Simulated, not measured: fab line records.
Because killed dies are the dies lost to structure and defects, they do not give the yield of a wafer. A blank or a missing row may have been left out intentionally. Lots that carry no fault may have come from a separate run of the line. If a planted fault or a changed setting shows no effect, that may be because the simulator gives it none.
Struck lot and sound lot, side by side ; flow n5_finfet ; 32 steps out of a route of 1938
Sound: these wafers, L917.3, L917.4, L917.6. Struck: wafer L925.3 (L925.1, L925.4, from the same lot, were not struck and are left out); the cause is given at the end.
At each step with rows: each side's tool, then ch and its chambers, then its first start. Under that, the readings that differ: sound wafers ; struck wafers ; difference of the means ; sigmas: that difference in standard deviations of wafers without a fault.
alike: same words and numbers on both sides, and readings whose means sit less than 2 such deviations apart. not compared: any withheld reading, any reading some wafer has no value for, any bound like >300 that may hide the same value, and any number with overlapping values for which the record gives no deviation.
The two part at a step that has a row with sigmas, a row that says differs or no value, or rows on one side only. Non-overlapping numbers with no deviation appear without sigmas and do not part them. A reading that every wafer of one side lacks parts them only if that side has two wafers or more.

first, 6 steps without rows for these wafers: N5_FIN_SAQP_PRECLEAN_42 (cleans in O3/DIW, time 60 s); N5_FIN_SAQP_PRECLEAN_00 (cleans in SC1, time 60 s); N5_FIN_SAQP_PRECLEAN_44 (cleans in SC2, time 45 s); N5_FIN_SAQP_SRD_01 (time 30 s); N5_FIN_SAQP_ALD_61 (deposits SiO2, target thk 4 nm, pulse time 1 s, purge time 2 s); N5_FIN_SAQP_DENSIFY_62 (time 60 s).
N5_FIN_SAQP_HM_DEP_03: deposits SiNx from SiH4/NH3/N2, target thk 38 nm, time 33.6 s.
  sound on pecvd-02 ch 0,1, day 2 03:19; struck on pecvd-04 ch 2, day 4 02:49
  alike: heater_power_w, showerhead_plenum_p_Torr, showerhead_vpp_V, throttle_valve_pct
N5_FIN_SAQP_THK_MEAS_05:
  sound on film_metro-01, day 2 03:24; struck on film_metro-02, day 4 02:53
  alike: thk_nm
N5_FIN_SAQP_PECVD_47: deposits a-Si from SiH4/He, target thk 45 nm, time 36.3 s.
  sound on pecvd-02 ch 0,1,2, day 2 03:26; struck on pecvd-02 ch 1, day 4 02:56
  alike: heater_power_w, showerhead_plenum_p_Torr, showerhead_vpp_V, throttle_valve_pct
N5_FIN_SAQP_PECVD_48: deposits SiNx from SiH4/NH3/N2, target thk 25 nm, time 22.1 s.
  sound on pecvd-02 ch 0,1,2, day 2 03:29; struck on pecvd-02 ch 1, day 4 02:58
  alike: heater_power_w, showerhead_plenum_p_Torr, showerhead_vpp_V, throttle_valve_pct
N5_FIN_SAQP_PECVD_06: deposits a-Si from SiH4/He, target thk 60 nm, time 48.1 s.
  sound on pecvd-02 ch 0,1,2, day 2 03:31; struck on pecvd-02 ch 1, day 4 03:01
  alike: heater_power_w, showerhead_plenum_p_Torr, showerhead_vpp_V, throttle_valve_pct
N5_FIN_SAQP_THK_MEAS_07:
  sound on film_metro-01, day 2 03:37; struck on film_metro-01, day 4 03:06
  alike: thk_nm
N5_FIN_SAQP_HM_DEP_72: deposits SiO2 from SiH4/N2O, target thk 12 nm, time 7.2 s.
  sound on pecvd-03 ch 0,1, day 2 03:38; struck on pecvd-03 ch 0, day 4 03:08
reading;sound;struck;difference;sigmas
model.SiO2_of_FIN_SAQP_HM_DEP_72.thk_nm (nm);12.11 12.03 12.09;10.06;-2.02;
  alike: heater_power_w, showerhead_plenum_p_Torr, showerhead_vpp_V
then, 8 steps without rows for these wafers: N5_FIN_SAQP_COAT_49 (time 60 s, resist thk 100 nm); N5_FIN_SAQP_COAT_50 (time 60 s, resist thk 35 nm); N5_FIN_SAQP_COAT_10 (resist thk 90 nm); N5_FIN_SAQP_EBR_12; N5_FIN_SAQP_SOFTBAKE_11 (time 60 s); N5_FIN_SAQP_EXPOSE_13 (exposes mask FIN CORE, target cd 35.6 nm); N5_FIN_SAQP_PEB_14 (peb time 60 s); N5_FIN_SAQP_DEVELOP_15 (develop time 30 s).
N5_FIN_SAQP_CD_MEAS_16: target cd 35.6 nm.
  sound on cd_sem-03 ch 0, day 2 03:58; struck on cd_sem-01 ch 0, day 4 03:35
  alike: cd_nm
N5_FIN_SAQP_OVL_MEAS_17:
  sound on overlay-01 ch 0, day 2 04:01; struck on overlay-01 ch 0, day 4 03:38
  alike: FIN_CORE_OVL
N5_FIN_SAQP_INSPECT_18: inspects for defects (brightfield).
  sound on defect_inspect-02, day 2 04:02; struck on defect_inspect-01, day 4 03:39
  alike: raw_defect_count
then, 2 steps without rows for these wafers: N5_FIN_SAQP_DESCUM_21 (chemistry O2, time 7.9 s); N5_FIN_SAQP_ETCH_51 (etches SiARC in CF4, target depth 45.5 nm, time 75.8 s).
N5_FIN_SAQP_ETCH_52: etches SOC in N2/H2, target depth 100 nm, overetch 20 nm, time 150 s.
  sound on rie_diel-05 ch 0,1,2, day 2 04:09; struck on rie_diel-04 ch 2, day 4 03:46
reading;sound;struck;difference;sigmas
n2_flow_sccm (sccm);201.2 200.8 200.3;199.4;-1.4;-2
rf_vpp_V (V);522.3 517.0 522.5;526.5;+5.9;+2
showerhead_plenum_p_Torr (Torr);2.49 2.38 2.46;2.60;+0.16;+2
  alike: drypump_motor_current_A, oes_product_au, throttle_valve_pct
  not compared: rf_hours_counter_h
then, 1 step without rows for these wafers: N5_FIN_SAQP_STRIP_53 (strips in N2/H2).
N5_FIN_SAQP_HM_OPEN_73: chemistry CHF3/O2, target SiO2, stops on a-Si, target depth 12 nm, time 16.8 s.
  sound on rie_diel-05 ch 0,1,2, day 2 04:16; struck on rie_diel-04 ch 2, day 4 03:53
reading;sound;struck;difference;sigmas
CHF3_flow_sccm (sccm);49.85 49.77 49.94;50.18;+0.33;+2
showerhead_plenum_p_Torr (Torr);2.37 2.24 2.30;2.51;+0.21;+3
model.etch.depth_nm (nm);12.11 12.03 12.09;10.06;-2.02;
  alike: drypump_motor_current_A, oes_product_au, rf_vpp_V, throttle_valve_pct
  not compared: rf_hours_counter_h
then, 1 step without rows for these wafers: N5_FIN_SAQP_STRIP_74 (strips in CHF3/O2).
-- record jumps: 6 days separate the struck wafers' starts on either side; left off in module FIN_SAQP, taken up again in module BEOL_M4, whose first shown step is the route's number 1111 --
N5_BEOL_M4_RC_MEAS_101:
  sound on prober-02 ch 0, day 8 06:19; struck on prober-02 ch 0, day 10 05:49
reading;sound;struck;difference;sigmas
DIBL_P (mV/V);41.2 36.8 39.2;33.6;-5.5;-2
  alike: DIBL_N, IOFF_N, IOFF_P, ION_N, ION_P, SS_N, SS_P, VT_N, VT_P
after that, 1 step had no rows for these wafers: N5_PASSIVATION_PROBE_49.

== WHERE THEY PART ==
At N5_FIN_SAQP_ETCH_52 first; at N5_BEOL_M4_RC_MEAS_101 last (within this record only).

WHY: what the simulator had put in
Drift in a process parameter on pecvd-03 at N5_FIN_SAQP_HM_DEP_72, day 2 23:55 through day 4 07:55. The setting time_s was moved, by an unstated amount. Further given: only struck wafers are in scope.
